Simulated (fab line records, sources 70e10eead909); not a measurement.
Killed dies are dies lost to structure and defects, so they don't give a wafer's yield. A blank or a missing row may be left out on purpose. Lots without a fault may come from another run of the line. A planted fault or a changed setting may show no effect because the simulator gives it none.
Chamber matching | flow nand_harc | NHARC_A_SLIT_DEP_25 on pecvd-02: 3 sister chambers
The step deposits SiO2, target thk 200 nm. 3 wafers are shown with their chamber, then 9 later ones without.

WAFERS WITH THEIR CHAMBER
wafer  | chamber | heater_power_w (W)
L085.4 | 1       | 541
L089.4 | 0       | 613
L089.5 | 2       | 811

WAFERS WITHOUT THEIR CHAMBER
wafer  | heater_power_w (W)
L087.2 | 558
L087.3 | 639
L087.4 | 566
L091.2 | 696
L091.3 | 576
L091.4 | 591
L096.1 | 477
L096.3 | 532
L096.5 | 522

WHICH CHAMBER EACH WENT THROUGH
wafer  | from the rows above          | in truth
L087.2 | can't be placed: 1 or 0      | 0
L087.3 | can't be placed: 0 or 1      | 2
L087.4 | can't be placed: 1 or 0      | 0
L091.2 | can't be placed: 0 or 2 or 1 | 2
L091.3 | can't be placed: 1 or 0      | 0
L091.4 | can't be placed: 0 or 1      | 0
L096.1 | can't be placed: 1 or 0      | 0
L096.3 | can't be placed: 1 or 0      | 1
L096.5 | can't be placed: 1 or 0      | 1
Placed correctly: 0 of 9. Can't be placed from these rows: 9 (the true chamber is among the candidates in 8). Placed wrongly: 0.
How it was worked out, from the rows above alone: a wafer's distance from a chamber is the root of the sum, over the readings, of the square of ((its reading less the chamber's mean) divided by the reading's scatter). The wafer belongs to the nearest chamber; if the next one is less than 2 further off, it can't be placed. A chamber's mean is the mean of its shown wafers. The scatter: with one shown wafer a chamber, the root of the mean of the squares of how far each hidden wafer lies from its nearest shown one.
